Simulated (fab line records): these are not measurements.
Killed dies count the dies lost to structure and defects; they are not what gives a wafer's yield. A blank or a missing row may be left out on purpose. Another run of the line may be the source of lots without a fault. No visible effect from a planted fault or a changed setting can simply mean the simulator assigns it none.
fab line records	flow n5-finfet
record lots=7	wafers=21
route steps=1938 shown WELL_APT@25 DUMMY_GATE@246 SD_EPI_N@268 ILD0@338 SDB@348 HKMG_FIN@423
start-h: hours from the record's opening day to when the first of the lot's shown wafers began	wait-h: hours since the lot's step before	" unchanged from the row above	L1.1+2: one row covering several wafers at once	- value missing, or start not given	* or withheld: withheld	< > ~ a bound
route shown NAME@n: names a module that has steps shown in the file, with the first one's number in the route	usual: mean and standard deviation over wafers with no fault	same: alike in all rows	chamber/n: place in a boat	sites: each site's reading	_std_site: the values' standard deviation	_edge_site: mean of outer sites minus mean of inner sites	radius-mm: how far each site lies from the wafer's centre	mask NAME#n: copy n	behind: the last tool/chamber to shape the wafer	hold: cause of the lot's hold/its duration in hours/its outcome	device: the transistor (n, p or np) that didn't switch	end of line: at the end of the route, the tests of the same wafers	where a step has no rows: the recipe by itself	killed: dies that structure and defects cost at the first sort, which is not the same as the wafer's yield	map: shows each die of a wafer: x if killed, . if not, _ if none is there
set.NAME: the setting the step ran with; set.NAME@STEP: the setting that earlier step ran with	model.NAME: the simulator's own value behind a step, which no gauge read
one table per step and one row per wafer, for lots whose settings were changed on purpose
## steps
# step N5_WELL_APT_PEB_06
# recipe peb-temp-c=130	peb-time-s=90
lot.wafer	tool	chamber	start-h	wait-h	set.peb-time-s
L078.1+5	litho-track-01	0	37.61	0.1	90
L078.6	"	0	"	"	104.9
L079.1+3	litho-track-01	0	43.61	0.1	90
L079.5	"	0	"	"	70.01
L085.1+5	litho-track-01	0	79.71	0.1	73.96
L085.6	"	0	"	"	90
L087.1+5+6	litho-track-04	0	92.56	0.1	90
L090.2+5	litho-track-05	0	109.74	0.0	74.66
L090.4	"	0	"	"	90
L092.2+5+6	litho-track-01	0	121.53	0.0	90
L096.1	litho-track-04	0	145.87	0.1	84.58
L096.3+4	"	0	"	"	90
# step N5_WELL_APT_DEVELOP_07
# recipe develop-time-s=45	rinse-liquid=surfactant-rinse	dry=air-spin	dev-temp-c=21
lot.wafer	tool	chamber	start-h	wait-h	set.develop-time-s
L078.1+5+6	litho-track-01	0	-	-	45
L079.1+3+5	litho-track-01	0	-	-	45
L085.1+6	litho-track-01	0	-	-	38.17
L085.5	"	0	"	"	45
L087.1+5	litho-track-04	0	-	-	38.52
L087.6	"	0	"	"	45
L090.2	litho-track-05	0	-	-	45
L090.4+5	"	0	"	"	38.76
L092.2+5+6	litho-track-01	0	-	-	45
L096.1+3+4	litho-track-04	0	-	-	45
# step N5_WELL_APT_HARDBAKE_12
# recipe temp-c=130	time-s=120
# step N5_WELL_APT_CD_MEAS_08
# recipe target-cd-nm=200	landing-energy-ev=500	detector=se-inlens
# usual cd-nm=199.5/1.5
lot.wafer	tool	chamber	start-h	wait-h	set.peb-time-s@WELL_APT_PEB_06	cd-nm
L078.1	cd-sem-03	0	37.73	-	90	202.6
L078.5	"	0	"	"	90	198.7
L078.6	"	0	"	"	104.9	206.4
L079.1	cd-sem-02	0	43.73	-	90	200.6
L079.3	"	0	"	"	90	201.1
L079.5	"	0	"	"	70.01	190.6
L085.1	cd-sem-03	0	79.82	-	73.96	192.0
L085.5	"	0	"	"	73.96	193.3
L085.6	"	0	"	"	90	199.0
L087.1	cd-sem-03	0	92.68	-	90	198.9
L087.5	"	0	"	"	90	196.9
L087.6	"	0	"	"	90	200.0
L090.2	cd-sem-03	0	109.85	-	74.66	193.7
L090.4	"	0	"	"	90	198.3
L090.5	"	0	"	"	74.66	193.0
L092.2	cd-sem-01	0	121.65	-	90	198.5
L092.5	"	0	"	"	90	196.2
L092.6	"	0	"	"	90	199.7
L096.1	cd-sem-01	0	145.99	-	84.58	196.3
L096.3	"	0	"	"	90	199.1
L096.4	"	0	"	"	90	199.1
# step N5_WELL_APT_DESCUM_13
# recipe chemistry=O2	time-s=7.9	source-power-w=50	bias-power-w=20	pressure-mtorr=20	rf-frequency-hz=2.712e+07	temp-c=40	o2-flow-sccm=225
lot.wafer	tool	chamber	start-h	wait-h	set.peb-time-s@WELL_APT_PEB_06	model.WELL_APT.cd-nm
L078.1	rie-diel-04	3	37.82	0.0	90	202.4
L078.5	"	3	"	"	90	198.8
L078.6	"	1	"	"	104.9	206.9
L079.1	rie-diel-04	3	44.05	0.3	90	201
L079.3	"	2	"	"	90	201.3
L079.5	"	0	"	"	70.01	190.7
L085.1	rie-diel-02	1	79.91	0.0	73.96	192.1
L085.5	"	1	"	"	73.96	193.2
L085.6	"	0	"	"	90	199
L087.1	rie-diel-02	1	92.77	0.0	90	198.7
L087.5	"	0	"	"	90	197
L087.6	"	1	"	"	90	199.5
L090.2	rie-diel-01	2	110.10	0.2	74.66	193.4
L090.4	"	0	"	"	90	198.5
L090.5	"	2	"	"	74.66	193.1
L092.2	rie-diel-01	1	121.73	0.0	90	198.7
L092.5	"	2	"	"	90	196.4
L092.6	"	3	"	"	90	199.7
L096.1	rie-diel-01	0	146.21	0.2	84.58	196.2
L096.3	"	2	"	"	90	199
L096.4	"	1	"	"	90	199.1
# step N5_DUMMY_GATE_ETCH_32
# recipe chemistry=CF4	target=SiO2	target-depth-a=35	time-s=3.9	ion-energy-ev=350	pressure-mtorr=10	icp-w=800	bias-w=400	cf4-flow-sccm=80
lot.wafer	tool	chamber	start-h	wait-h	set.time-s	model.etch.depth-nm
L078.1	rie-si-01	0	75.07	0.1	3.9	3.576
L078.5	"	1	"	"	3.9	3.486
L078.6	"	0	"	"	3.9	3.584
L079.1	rie-si-06	3	83.27	0.1	3.9	3.465
L079.3	"	0	"	"	3.9	3.413
L079.5	"	1	"	"	3.9	3.372
L085.1	rie-si-06	2	113.29	0.1	3.29	2.977
L085.5	"	0	"	"	3.29	2.875
L085.6	"	1	"	"	3.9	3.384
L087.1	rie-si-06	1	129.33	0.1	3.673	3.152
L087.5	"	3	"	"	3.9	3.423
L087.6	"	1	"	"	3.673	3.135
L090.2	rie-si-01	3	143.63	0.1	3.9	3.577
L090.4	"	2	"	"	4.611	4.135
L090.5	"	2	"	"	4.611	4.167
L092.2	rie-si-02	0	153.31	0.1	3.9	3.475
L092.5	"	0	"	"	3.9	3.487
L092.6	"	3	"	"	3.9	3.454
L096.1	rie-si-06	0	178.44	0.1	3.187	2.734
L096.3	"	1	"	"	3.9	3.304
L096.4	"	2	"	"	3.187	2.88
# step N5_SD_EPI_N_PEB_07
# recipe peb-temp-c=110	peb-time-s=60	resist=CAR-ArF-block
lot.wafer	tool	chamber	start-h	wait-h	set.peb-temp-c
L078.1+6	litho-track-05	0	76.49	0.1	110
L078.5	"	0	"	"	108.3
L079.1	litho-track-01	0	84.92	0.1	110
L079.3+5	"	0	"	"	113.2
L085.1+5+6	litho-track-05	0	115.10	0.1	110
L087.1+5+6	litho-track-01	0	131.24	0.1	110
L090.2+4	litho-track-04	0	145.05	0.0	110
L090.5	"	0	"	"	108.8
L092.2+5+6	litho-track-05	0	155.85	0.0	110
L096.1+4	litho-track-01	0	179.86	0.1	110
L096.3	"	0	"	"	111.8
# step N5_SD_EPI_N_DEVELOP_08
# recipe develop-time-s=30	developer=TMAH	resist=CAR-ArF-block	dev-temp-c=23	rinse-liquid=diw	dry=air-spin
# step N5_SD_EPI_N_CD_MEAS_09
# recipe target-cd-nm=120	landing-energy-ev=500	detector=se-inlens
# usual cd-nm=120.0/0.67
lot.wafer	tool	chamber	start-h	wait-h	set.peb-temp-c@SD_EPI_N_PEB_07	cd-nm
L078.1	cd-sem-01	0	76.55	-	110	119.6
L078.5	"	0	"	"	108.3	115.7
L078.6	"	0	"	"	110	120.7
L079.1	cd-sem-02	0	84.98	-	110	119.7
L079.3	"	0	"	"	113.2	127.5
L079.5	"	0	"	"	113.2	128.2
L085.1	cd-sem-03	0	115.17	-	110	121.1
L085.5	"	0	"	"	110	120.4
L085.6	"	0	"	"	110	121.0
L087.1	cd-sem-01	0	131.30	-	110	119.3
L087.5	"	0	"	"	110	118.3
L087.6	"	0	"	"	110	119.3
L090.2	cd-sem-01	0	145.12	-	110	119.2
L090.4	"	0	"	"	110	120.3
L090.5	"	0	"	"	108.8	116.5
L092.2	cd-sem-03	0	155.92	-	110	120.2
L092.5	"	0	"	"	110	120.7
L092.6	"	0	"	"	110	120.6
L096.1	cd-sem-03	0	179.93	-	110	119.7
L096.3	"	0	"	"	111.8	123.7
L096.4	"	0	"	"	110	120.0
# step N5_SD_EPI_N_DESCUM_14
# recipe chemistry=O2	time-s=7.9	source-power-w=50	bias-power-w=20	pressure-mtorr=20	rf-frequency-hz=2.712e+07	temp-c=40	resist=CAR-ArF-block	o2-flow-sccm=225
lot.wafer	tool	chamber	start-h	wait-h	set.time-s	set.peb-temp-c@SD_EPI_N_PEB_07	model.SD_EPI_N.cd-nm
L078.1	rie-diel-04	3	76.64	0.0	6.763	110	119.6
L078.5	"	1	"	"	6.763	108.3	115.4
L078.6	"	2	"	"	6.763	110	120.6
L079.1	rie-diel-02	0	85.13	0.1	8.418	110	119.4
L079.3	"	1	"	"	8.418	113.2	127.8
L079.5	"	2	"	"	8.418	113.2	128.4
L085.1	rie-diel-02	3	115.25	0.0	7.9	110	120.8
L085.5	"	2	"	"	7.9	110	120.4
L085.6	"	1	"	"	7.9	110	120.6
L087.1	rie-diel-02	1	131.39	0.0	8.841	110	119.4
L087.5	"	0	"	"	7.9	110	118.6
L087.6	"	1	"	"	8.841	110	119.6
L090.2	rie-diel-02	2	145.21	0.0	7.9	110	119.4
L090.4	"	1	"	"	6.779	110	120
L090.5	"	0	"	"	7.9	108.8	116.4
L092.2	rie-diel-04	0	156.01	0.0	7.9	110	119.8
L092.5	"	3	"	"	7.9	110	120.4
L092.6	"	0	"	"	7.9	110	120.6
L096.1	rie-diel-02	0	180.29	0.3	7.042	110	119.4
L096.3	"	2	"	"	7.9	111.8	123.4
L096.4	"	1	"	"	7.9	110	119.6
# step N5_SD_EPI_N_ETCH_34
# recipe chemistry=CF4	target=SiARC	target-depth-a=455	mask-material=CAR-ArF-block	time-s=75.8	ion-energy-ev=80	pressure-mtorr=40	source-w=545	bias-w=36	Ar_flow_sccm=100	cf4-flow-sccm=100	ends=cleared
lot.wafer	tool	chamber	start-h	wait-h	set.peb-temp-c@SD_EPI_N_PEB_07	model.SD_EPI_N.cd-nm
L078.1	rie-diel-04	3	76.68	0.0	110	119.4
L078.5	"	1	"	"	108.3	115.2
L078.6	"	2	"	"	110	120.4
L079.1	rie-diel-02	0	85.17	0.0	110	119.6
L079.3	"	1	"	"	113.2	127.6
L079.5	"	2	"	"	113.2	128
L085.1	rie-diel-02	3	115.29	0.0	110	120.8
L085.5	"	2	"	"	110	120.2
L085.6	"	1	"	"	110	120.6
L087.1	rie-diel-02	1	131.43	0.0	110	119
L087.5	"	0	"	"	110	118.6
L087.6	"	1	"	"	110	119.4
L090.2	rie-diel-02	2	145.24	0.0	110	119.4
L090.4	"	1	"	"	110	119.8
L090.5	"	0	"	"	108.8	116.6
L092.2	rie-diel-04	0	156.04	0.0	110	119.6
L092.5	"	3	"	"	110	120
L092.6	"	0	"	"	110	120.4
L096.1+4	rie-diel-02	0,1	180.33	0.0	110	119.4
L096.3	"	2	"	"	111.8	123
# step N5_SD_EPI_N_ETCH_35
# recipe chemistry=N2/H2	target=SOC	overetch-a=1080	mask-material=SiARC	temp-c=40	ion-energy-ev=100	source-w=3000	bias-w=133	pressure-mtorr=20	time-s=486	n2-flow-sccm=200	h2-flow-sccm=200
lot.wafer	tool	chamber	start-h	wait-h	set.peb-temp-c@SD_EPI_N_PEB_07	model.SD_EPI_N.cd-nm
L078.1	rie-diel-04	3	76.73	0.0	110	119.8
L078.5	"	1	"	"	108.3	113.4
L078.6	"	2	"	"	110	120.8
L079.1	rie-diel-02	0	85.22	0.0	110	118.8
L079.3	"	1	"	"	113.2	129.6
L079.5	"	2	"	"	113.2	128.2
L085.1	rie-diel-02	3	115.35	0.0	110	121.6
L085.5	"	2	"	"	110	121.2
L085.6	"	1	"	"	110	123.2
L087.1	rie-diel-02	1	131.48	0.0	110	119.2
L087.5	"	0	"	"	110	117.8
L087.6	"	1	"	"	110	120.2
L090.2	rie-diel-02	2	145.30	0.0	110	119.6
L090.4	"	1	"	"	110	121.6
L090.5	"	0	"	"	108.8	116.4
L092.2	rie-diel-04	0	156.10	0.0	110	119
L092.5	"	3	"	"	110	119.6
L092.6	"	0	"	"	110	120.4
L096.1	rie-diel-02	0	180.38	0.0	110	119.2
L096.3	"	2	"	"	111.8	123.2
L096.4	"	1	"	"	110	121.8
# step N5_SD_EPI_N_STRIP_36
# recipe chemistry=N2/H2	temp-c=40	n2-flow-sccm=200	h2-flow-sccm=200	rf-frequency-hz=6e+07
# step N5_SD_EPI_N_ETCHBACK_44
# recipe chemistry=CH3F/O2	mode=anisotropic-etchback	target=SiNx	target-depth-a=145	stop-on=SiO2	over-etch-frac=0.3	ion-energy-ev=120	pressure-mtorr=30	source-w=395	bias-w=73	Ar_flow_sccm=150	CH3F_flow_sccm=30	O2_flow_sccm=20
# step N5_SD_EPI_N_ETCH_45
# recipe chemistry=CH3F/O2	target=SiOCN	target-depth-a=60	mask-material=SOC	ion-energy-ev=60	bias-w=29	pressure-mtorr=15	source-w=410	Ar_flow_sccm=150	CH3F_flow_sccm=30	O2_flow_sccm=20
lot.wafer	tool	chamber	start-h	wait-h	set.peb-temp-c@SD_EPI_N_PEB_07	model.SD_EPI_N.cd-nm
L078.1	rie-diel-04	3	77.16	0.1	110	120
L078.5	"	1	"	"	108.3	113.6
L078.6	"	2	"	"	110	120.6
L079.1	rie-diel-02	0	85.65	0.1	110	118.8
L079.3	"	1	"	"	113.2	129.8
L079.5	"	2	"	"	113.2	128.2
L085.1	rie-diel-02	3	115.77	0.1	110	121.6
L085.5	"	2	"	"	110	121.2
L085.6	"	1	"	"	110	123.2
L087.1	rie-diel-02	1	131.91	0.1	110	119.2
L087.5	"	0	"	"	110	117.6
L087.6	"	1	"	"	110	120.2
L090.2	rie-diel-02	2	145.72	0.1	110	119.6
L090.4	"	1	"	"	110	121.6
L090.5	"	0	"	"	108.8	116.4
L092.2	rie-diel-04	0	156.52	0.1	110	119
L092.5	"	3	"	"	110	119.6
L092.6	"	0	"	"	110	120.6
L096.1	rie-diel-02	0	180.81	0.1	110	119
L096.3	"	2	"	"	111.8	123.2
L096.4	"	1	"	"	110	121.6
# step N5_ILD0_CMP_03
# recipe stop-on=SiNx	t-overpolish-s=1.9	post-cmp-clean=alkaline-brush	down-force-psi=4.1491	platen-rpm=51.796	pad-velocity-m-s=1.0306	target-thk-nm=197.38
# usual time-to-endpoint-s=72/4.9
lot.wafer	tool	chamber	start-h	wait-h	set.down-force-psi	time-to-endpoint-s
L078.1	cmp-01	2	91.19	0.1	4.1491	75
L078.6	"	1	"	"	4.1491	71
L078.5	"	2	"	"	3.838	80
L079.3	cmp-04	0	97.02	0.1	5.047	56
L079.1	"	1	"	"	4.1491	68
L079.5	"	2	"	"	5.047	56
L085.1	cmp-04	2	127.13	0.1	4.1491	71
L085.6	"	0	"	"	4.1491	71
L085.5	"	1	"	"	4.1491	70
L087.1	cmp-04	2	143.44	0.1	4.1491	69
L087.5	"	0	"	"	4.1491	72
L087.6	"	1	"	"	5.032	59
L090.4	cmp-04	3	157.29	0.1	4.1491	66
L090.2	"	0	"	"	4.1491	64
L090.5	"	3	"	"	4.1491	67
L092.2	cmp-03	0	168.03	0.0	4.1491	71
L092.6	"	0	"	"	4.1491	68
L092.5	"	1	"	"	4.1491	79
L096.3	cmp-04	0	192.68	0.0	4.618	61
L096.4	"	2	"	"	4.618	62
L096.1	"	3	"	"	4.1491	73
# step N5_SDB_COAT_03
# recipe resist=SOC	temp-c=250	time-s=60	spin-rpm=1500	resist-thk-nm=100
lot.wafer	tool	chamber	start-h	wait-h	set.spin-rpm	model.SOC_of_SDB_COAT_03.thk-nm
L078.1	litho-track-05	0	95.13	0.1	1549	98
L078.5	"	0	"	"	1500	99.8
L078.6	"	0	"	"	1549	98.4
L079.1	litho-track-01	0	101.94	0.1	1452	102
L079.3	"	0	"	"	1500	100.6
L079.5	"	0	"	"	1452	102.2
L085.1	litho-track-01	0	131.03	0.1	1500	100.2
L085.5+6	"	0	"	"	1638	96
L087.1	litho-track-02	0	147.35	0.1	1600	97
L087.5	"	0	"	"	1500	100.2
L087.6	"	0	"	"	1500	100
L090.2+4	litho-track-05	0	161.31	0.1	1500	99.8
L090.5	"	0	"	"	1500	100
L092.2+6	litho-track-02	0	172.01	0.1	1500	100.2
L092.5	"	0	"	"	1500	100
L096.1	litho-track-01	0	196.96	0.1	1500	100.6
L096.3+4	"	0	"	"	1500	100.4
# step N5_SDB_COAT_04
# recipe resist=SiARC	temp-c=220	time-s=60	spin-rpm=1500	resist-thk-nm=18
# step N5_SDB_COAT_05
# recipe resist=CAR-ArF	spin-rpm=1500	resist-thk-nm=90
# step N5_SDB_DESCUM_16
# recipe chemistry=O2	time-s=7.9	source-power-w=50	bias-power-w=20	pressure-mtorr=20	rf-frequency-hz=2.712e+07	temp-c=40	resist=CAR-ArF	o2-flow-sccm=225
# step N5_SDB_ETCH_17
# recipe chemistry=CF4	target=SiARC	target-depth-a=234	mask-material=CAR-ArF	time-s=39	ion-energy-ev=80	pressure-mtorr=40	source-w=545	bias-w=36	Ar_flow_sccm=100	cf4-flow-sccm=100	ends=cleared
# step N5_SDB_ETCH_18
# recipe chemistry=N2/H2	target=SOC	target-depth-a=1000	overetch-a=200	mask-material=SiARC	temp-c=40	time-s=150	ion-energy-ev=200	pressure-mtorr=30	source-w=840	bias-w=150	n2-flow-sccm=200	h2-flow-sccm=200
lot.wafer	tool	chamber	start-h	wait-h	set.spin-rpm@SDB_COAT_03	model.etch.depth-nm
L078.1	rie-diel-01	2	95.65	0.0	1549	97.93
L078.5	"	1	"	"	1500	99.87
L078.6	"	0	"	"	1549	98.46
L079.1	rie-diel-04	3	102.47	0.0	1452	102.1
L079.3	"	1	"	"	1500	100.5
L079.5	"	0	"	"	1452	102.3
L085.1	rie-diel-04	0	131.57	0.0	1500	100.1
L085.5	"	1	"	"	1638	95.98
L085.6	"	0	"	"	1638	95.94
L087.1	rie-diel-01	2	147.95	0.0	1600	97.03
L087.5	"	0	"	"	1500	100.2
L087.6	"	3	"	"	1500	99.94
L090.2	rie-diel-04	1	161.83	0.0	1500	99.71
L090.4	"	0	"	"	1500	99.82
L090.5	"	2	"	"	1500	99.95
L092.2	rie-diel-04	3	172.60	0.0	1500	100.2
L092.5	"	1	"	"	1500	100.1
L092.6	"	0	"	"	1500	100.3
L096.1	rie-diel-02	0	197.83	0.0	1500	100.6
L096.3	"	1	"	"	1500	100.3
L096.4	"	3	"	"	1500	100.5
# step N5_SDB_STRIP_19
# recipe chemistry=N2/H2	temp-c=40	n2-flow-sccm=200	h2-flow-sccm=200	rf-frequency-hz=6e+07
# step N5_SDB_STRIP_21
# recipe chemistry=CF4	resist=SiARC	power-w=300	bias-power-w=75	pressure-mtorr=50	cf4-flow-sccm=150	rf-frequency-hz=6e+07
# step N5_SDB_HM_OPEN_20
# recipe chemistry=CH3F/O2	target=SiNx	mask-material=SOC	target-depth-a=240	stop-on=poly-Si	over-etch-frac=0.4	ion-energy-ev=120	pressure-mtorr=30	source-w=395	bias-w=73	Ar_flow_sccm=150	CH3F_flow_sccm=30	O2_flow_sccm=20
lot.wafer	tool	chamber	start-h	wait-h	set.spin-rpm@SDB_COAT_03	model.SOC_of_SDB_COAT_03.thk-nm
L078.1	rie-diel-01	2	95.81	0.0	1549	82
L078.5	"	1	"	"	1500	83.8
L078.6	"	0	"	"	1549	82.6
L079.1	rie-diel-04	3	102.63	0.0	1452	86.2
L079.3	"	1	"	"	1500	84.8
L079.5	"	0	"	"	1452	86.4
L085.1	rie-diel-04	0	131.73	0.0	1500	84.2
L085.5+6	"	1,0	"	"	1638	80.2
L087.1	rie-diel-01	2	148.11	0.0	1600	81
L087.5+6	"	0,3	"	"	1500	84
L090.2+4	rie-diel-04	1,0	161.99	0.0	1500	84
L090.5	"	2	"	"	1500	83.6
L092.2	rie-diel-04	3	172.75	0.0	1500	84.2
L092.5+6	"	1,0	"	"	1500	84.4
L096.1	rie-diel-02	0	197.99	0.0	1500	85
L096.3+4	"	1,3	"	"	1500	84.2
# step N5_SDB_STRIP_22
# recipe chemistry=N2/H2	power-w=1000	temp-c=250	h2-frac=0.65	overash-fraction=0.3	pressure-mtorr=withheld	n2-flow-sccm=1750	h2-flow-sccm=3250
# usual strip-time-to-endpoint-s=96.4/0.36
lot.wafer	tool	chamber	start-h	wait-h	set.spin-rpm@SDB_COAT_03	strip-time-to-endpoint-s
L078.1	plasma-asher-02	0	95.89	0.1	1549	94.3
L078.5	"	1	"	"	1500	96.0
L078.6	"	0	"	"	1549	94.9
L079.1	plasma-asher-02	1	102.71	0.1	1452	98.3
L079.3	"	0	"	"	1500	96.9
L079.5	"	0	"	"	1452	98.5
L085.1	plasma-asher-01	0	131.81	0.1	1500	96.4
L085.5	"	0	"	"	1638	92.6
L085.6	"	1	"	"	1638	92.7
L087.1	plasma-asher-02	1	148.19	0.1	1600	93.3
L087.5	"	1	"	"	1500	96.3
L087.6	"	0	"	"	1500	96.2
L090.2	plasma-asher-02	0	162.07	0.1	1500	96.3
L090.4	"	0	"	"	1500	96.2
L090.5	"	0	"	"	1500	95.9
L092.2	plasma-asher-01	1	172.83	0.1	1500	96.5
L092.5	"	1	"	"	1500	96.6
L092.6	"	0	"	"	1500	96.6
L096.1	plasma-asher-01	1	198.07	0.1	1500	97.1
L096.3	"	0	"	"	1500	96.4
L096.4	"	1	"	"	1500	96.5
# step N5_HKMG_FIN_COAT_30
# recipe resist=SiARC	temp-c=220	time-s=60	spin-rpm=1500	resist-thk-nm=35
lot.wafer	tool	chamber	start-h	wait-h	set.spin-rpm	model.SiARC_of_HKMG_FIN_COAT_30.thk-nm
L078.1	litho-track-03	0	-	-	1500	34.8
L078.5+6	"	0	"	"	1500	35
L079.1+3+5	litho-track-04	0	-	-	1500	35.2
L085.1	litho-track-03	0	-	-	1360	36.8
L085.5	"	0	"	"	1500	35
L085.6	"	0	"	"	1500	35.2
L087.1+6	litho-track-05	0	-	-	1500	35.2
L087.5	"	0	"	"	1604	34
L090.2+5	litho-track-04	0	-	-	1637	33.6
L090.4	"	0	"	"	1500	35.2
L092.2+5+6	litho-track-05	0	-	-	1500	35
L096.1+4	litho-track-04	0	-	-	1500	35
L096.3	"	0	"	"	1500	35.2
## key
split step=N5_WELL_APT_PEB_06	setting=peb-time-s	stated=90	by=wafer
response step=N5_WELL_APT_CD_MEAS_08	reading=cd-nm	change=+0.382	per=1%	r=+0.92
response step=N5_WELL_APT_DESCUM_13	reading=model.WELL_APT.cd-nm	change=+0.393	per=1%	r=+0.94
split step=N5_WELL_APT_DEVELOP_07	setting=develop-time-s	stated=45	by=wafer
response none clear
split step=N5_DUMMY_GATE_ETCH_32	setting=time-s	stated=3.9	by=wafer
response step=N5_DUMMY_GATE_ETCH_32	reading=model.etch.depth-nm	change=+0.03	per=1%	r=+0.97
split step=N5_SD_EPI_N_PEB_07	setting=peb-temp-c	stated=110	by=wafer
response step=N5_SD_EPI_N_CD_MEAS_09	reading=cd-nm	change=+2.74	per=1%	r=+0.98
response step=N5_SD_EPI_N_DESCUM_14	reading=model.SD_EPI_N.cd-nm	change=+2.89	per=1%	r=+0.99
response step=N5_SD_EPI_N_ETCH_34	reading=model.SD_EPI_N.cd-nm	change=+2.74	per=1%	r=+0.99
response step=N5_SD_EPI_N_ETCH_35	reading=model.SD_EPI_N.cd-nm	change=+3.33	per=1%	r=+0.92
response step=N5_SD_EPI_N_ETCH_45	reading=model.SD_EPI_N.cd-nm	change=+3.35	per=1%	r=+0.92
split step=N5_SD_EPI_N_DESCUM_14	setting=time-s	stated=7.9	by=wafer
response none clear
split step=N5_ILD0_CMP_03	setting=down-force-psi	stated=4.1491	by=wafer
response step=N5_ILD0_CMP_03	reading=time-to-endpoint-s	change=*	per=1%	r=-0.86
split step=N5_SDB_COAT_03	setting=spin-rpm	stated=1500	by=wafer
response step=N5_SDB_COAT_03	reading=model.SOC_of_SDB_COAT_03.thk-nm	change=-0.462	per=1%	r=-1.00
response step=N5_SDB_ETCH_18	reading=model.etch.depth-nm	change=-0.463	per=1%	r=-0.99
response step=N5_SDB_HM_OPEN_20	reading=model.SOC_of_SDB_COAT_03.thk-nm	change=-0.443	per=1%	r=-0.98
response step=N5_SDB_STRIP_22	reading=strip-time-to-endpoint-s	change=*	per=1%	r=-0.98
split step=N5_HKMG_FIN_COAT_30	setting=spin-rpm	stated=1500	by=wafer
response step=N5_HKMG_FIN_COAT_30	reading=model.SiARC_of_HKMG_FIN_COAT_30.thk-nm	change=-0.177	per=1%	r=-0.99
